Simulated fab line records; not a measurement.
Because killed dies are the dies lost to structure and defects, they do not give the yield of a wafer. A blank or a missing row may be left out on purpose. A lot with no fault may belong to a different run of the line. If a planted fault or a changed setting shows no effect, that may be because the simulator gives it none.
Lot-split experiment / flow n5_finfet / on a route of 1938 steps: 7 lots, 21 wafers read

## ABOUT THE SPLIT
At N5_BEOL_M5_EXPOSE_08 (exposes mask M5, target cd 28 nm), the setting dose_mj was moved away from the recipe's 35.75 on 8 of the 21 wafers read, by -4.0% to +6.6%. For the rest of the wafers, this setting stayed at what the recipe calls for.

## FROM THE SPLIT TO THE READING: what the file shows between them, 2 steps
- N5_BEOL_M5_PEB_09: peb time 60 s
- N5_BEOL_M5_DEVELOP_10: develop time 30 s

## THE READING
cd_nm at N5_BEOL_M5_CD_MEAS_11, given in nm (cd target 27.74 nm). On this fab line, fault-free wafers typically give 28.12 nm with a standard deviation of 0.24 nm.

wafer=L074.2; tool, chamber at the split=euv_scanner-01, 0; dose_mj as run=35.75; against the recipe=recipe; cd_nm, nm=28.19; against lot-mates on the recipe=-
wafer=L074.3; tool, chamber at the split=euv_scanner-01, 0; dose_mj as run=35.75; against the recipe=recipe; cd_nm, nm=28.22; against lot-mates on the recipe=-
wafer=L074.6; tool, chamber at the split=euv_scanner-01, 0; dose_mj as run=37.76; against the recipe=+5.6%; cd_nm, nm=29.41; against lot-mates on the recipe=+1.21
wafer=L075.1; tool, chamber at the split=euv_scanner-02, 0; dose_mj as run=35.75; against the recipe=recipe; cd_nm, nm=28.26; against lot-mates on the recipe=-
wafer=L075.4; tool, chamber at the split=euv_scanner-02, 0; dose_mj as run=35.75; against the recipe=recipe; cd_nm, nm=27.91; against lot-mates on the recipe=-
wafer=L075.6; tool, chamber at the split=euv_scanner-02, 0; dose_mj as run=35.75; against the recipe=recipe; cd_nm, nm=27.66; against lot-mates on the recipe=-
wafer=L086.3; tool, chamber at the split=euv_scanner-01, 0; dose_mj as run=35.75; against the recipe=recipe; cd_nm, nm=28.26; against lot-mates on the recipe=-
wafer=L086.5; tool, chamber at the split=euv_scanner-01, 0; dose_mj as run=35.75; against the recipe=recipe; cd_nm, nm=28.16; against lot-mates on the recipe=-
wafer=L086.6; tool, chamber at the split=euv_scanner-01, 0; dose_mj as run=35.75; against the recipe=recipe; cd_nm, nm=28.52; against lot-mates on the recipe=-
wafer=L088.2; tool, chamber at the split=euv_scanner-02, 0; dose_mj as run=37.72; against the recipe=+5.5%; cd_nm, nm=28.82; against lot-mates on the recipe=+0.46
wafer=L088.3; tool, chamber at the split=euv_scanner-02, 0; dose_mj as run=37.72; against the recipe=+5.5%; cd_nm, nm=28.92; against lot-mates on the recipe=+0.56
wafer=L088.6; tool, chamber at the split=euv_scanner-02, 0; dose_mj as run=35.75; against the recipe=recipe; cd_nm, nm=28.36; against lot-mates on the recipe=-
wafer=L089.1; tool, chamber at the split=euv_scanner-02, 0; dose_mj as run=34.32; against the recipe=-4.0%; cd_nm, nm=27.07; against lot-mates on the recipe=-0.90
wafer=L089.4; tool, chamber at the split=euv_scanner-02, 0; dose_mj as run=35.75; against the recipe=recipe; cd_nm, nm=28.17; against lot-mates on the recipe=-
wafer=L089.6; tool, chamber at the split=euv_scanner-02, 0; dose_mj as run=35.75; against the recipe=recipe; cd_nm, nm=27.77; against lot-mates on the recipe=-
wafer=L095.1; tool, chamber at the split=euv_scanner-02, 0; dose_mj as run=35.75; against the recipe=recipe; cd_nm, nm=28.03; against lot-mates on the recipe=-
wafer=L095.3; tool, chamber at the split=euv_scanner-02, 0; dose_mj as run=35.75; against the recipe=recipe; cd_nm, nm=28.44; against lot-mates on the recipe=-
wafer=L095.4; tool, chamber at the split=euv_scanner-02, 0; dose_mj as run=37.21; against the recipe=+4.1%; cd_nm, nm=28.91; against lot-mates on the recipe=+0.68
wafer=L096.1; tool, chamber at the split=euv_scanner-01, 0; dose_mj as run=38.11; against the recipe=+6.6%; cd_nm, nm=29.64; against lot-mates on the recipe=no lot-mate on the recipe
wafer=L096.2; tool, chamber at the split=euv_scanner-01, 0; dose_mj as run=38.11; against the recipe=+6.6%; cd_nm, nm=29.46; against lot-mates on the recipe=no lot-mate on the recipe
wafer=L096.6; tool, chamber at the split=euv_scanner-01, 0; dose_mj as run=38.11; against the recipe=+6.6%; cd_nm, nm=29.76; against lot-mates on the recipe=no lot-mate on the recipe

FIT RESULTS
A straight line over all 21 wafers: cd_nm changes by +0.207 nm for each +1% of dose_mj; r = +0.93; the points scatter about the line by 0.26 nm.
The same after taking each lot's own level away (the mean of its wafers on the recipe; 18 wafers): +0.154 nm for each +1%; r = +0.87; scatter 0.23 nm.
On that fit, the largest move of dose_mj shifts the reading by 1 nm.
The span of the lots' own levels, 27.943 to 28.360 nm, comes to 1.7 times the standard deviation stated above.
In other words, the slope is changed by the lot-to-lot level; the two fits disagree.
Check: with one of the wafers moved furthest among these (+5.6%) left out of the fit, the line predicts +0.708 nm for it against its lot-mates. Against them it came out at +1.21 nm.

## OTHER SPLITS APPLIED TO THESE WAFERS
Other splits were also applied to these wafers ahead of the reading. Each is held against what the fit with the lots' levels taken away leaves over:
other split on the same wafers=N5_BEOL_M3_COAT_76 spin_rpm; wafers away from the commonest value=4; r with cd_nm (lot level and that fit taken away)=+0.36
other split on the same wafers=N5_BEOL_M4_PECVD_72 time_s; wafers away from the commonest value=3; r with cd_nm (lot level and that fit taken away)=-0.13
other split on the same wafers=N5_BEOL_M5_HM_DEP_02 target_thk_a; wafers away from the commonest value=10; r with cd_nm (lot level and that fit taken away)=+0.09

## THE WHOLE CHAIN: every reading that the file lists as answering this split, in the file's order
step=N5_BEOL_M5_CD_MEAS_11; what it does=target cd 27.74 nm; reading=cd_nm; change (the file's fit)=+0.169 nm for each +1% of the setting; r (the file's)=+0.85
step=N5_BEOL_M5_DESCUM_16; what it does=chemistry O2, time 7 s; reading=BEOL_M5.cd_nm (the simulator's own value, which no gauge read); change (the file's fit)=+0.193 nm for each +1% of the setting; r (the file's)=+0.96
step=N5_BEOL_M5_ETCH_72; what it does=etches underlayer in N2/H2, target depth 6.5 nm, time 5.2 s; reading=BEOL_M5.cd_nm (the simulator's own value, which no gauge read); change (the file's fit)=+0.196 nm for each +1% of the setting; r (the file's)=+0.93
step=N5_BEOL_M5_ETCH_61; what it does=etches SiARC in CF4, target depth 15.6 nm, time 26 s; reading=BEOL_M5.cd_nm (the simulator's own value, which no gauge read); change (the file's fit)=+0.178 nm for each +1% of the setting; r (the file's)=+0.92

## FILE'S OWN FIT
cd_nm changes by +0.169 nm for each +1% of dose_mj, r = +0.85.
